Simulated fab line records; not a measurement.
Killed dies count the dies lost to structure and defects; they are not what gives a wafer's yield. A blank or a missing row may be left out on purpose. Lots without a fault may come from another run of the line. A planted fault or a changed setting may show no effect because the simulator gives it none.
Chamber matching :: flow nand-harc :: NHARC_A_CONTACT_DEP_24 on pecvd-01 has 3 sister chambers
The step deposits SiO2, target thk 500 nm. 6 wafers are shown with their chamber, then 7 later ones without.

WAFERS, EACH WITH ITS CHAMBER
wafer: L829.4
chamber: 0
heater-power-w (W): 475
throttle-valve-pct (%): 15.9

wafer: L832.3
chamber: 2
heater-power-w (W): 550
throttle-valve-pct (%): 16.1

wafer: L832.5
chamber: 1
heater-power-w (W): 572
throttle-valve-pct (%): 15.9

wafer: L832.6
chamber: 2
heater-power-w (W): 576
throttle-valve-pct (%): 15.7

wafer: L830.1
chamber: 0
heater-power-w (W): 497
throttle-valve-pct (%): 16.0

wafer: L830.2
chamber: 1
heater-power-w (W): 440
throttle-valve-pct (%): 15.7

WAFERS MISSING THEIR CHAMBER
wafer: L830.5
heater-power-w (W): 517
throttle-valve-pct (%): 16.0

wafer: L842.1
heater-power-w (W): 503
throttle-valve-pct (%): 16.1

wafer: L842.3
heater-power-w (W): 594
throttle-valve-pct (%): 15.8

wafer: L842.4
heater-power-w (W): 428
throttle-valve-pct (%): 16.0

wafer: L847.2
heater-power-w (W): 517
throttle-valve-pct (%): 16.7

wafer: L847.3
heater-power-w (W): 572
throttle-valve-pct (%): 15.9

wafer: L847.4
heater-power-w (W): 566
throttle-valve-pct (%): 15.9

CHAMBER TAKEN BY EACH
wafer: L830.5
from the rows above: can't be placed: 0 or 2 or 1
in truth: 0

wafer: L842.1
from the rows above: can't be placed: 0 or 2 or 1
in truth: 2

wafer: L842.3
from the rows above: can't be placed: 2 or 1 or 0
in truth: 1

wafer: L842.4
from the rows above: can't be placed: 0 or 1 or 2
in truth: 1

wafer: L847.2
from the rows above: can't be placed: 0 or 2 or 1
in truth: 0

wafer: L847.3
from the rows above: can't be placed: 2 or 1 or 0
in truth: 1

wafer: L847.4
from the rows above: can't be placed: 2 or 1 or 0
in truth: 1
Correct placement for 0 of the 7. Not placeable from these rows: 7 (in 7, the candidates include the true chamber). Wrongly placed: 0.
How it was worked out, from the rows above alone: a wafer's distance from a chamber is the root of the sum, over the readings, of the square of ((its reading less the chamber's mean) divided by the reading's scatter). The wafer belongs to the nearest chamber; if the next one is less than 2 further off, it can't be placed. Each chamber's mean is taken over the wafers shown for it. The scatter is the square root of a quotient: the sum, over the shown wafers, of each reading's squared deviation from its chamber's mean, divided by wafers minus chambers.
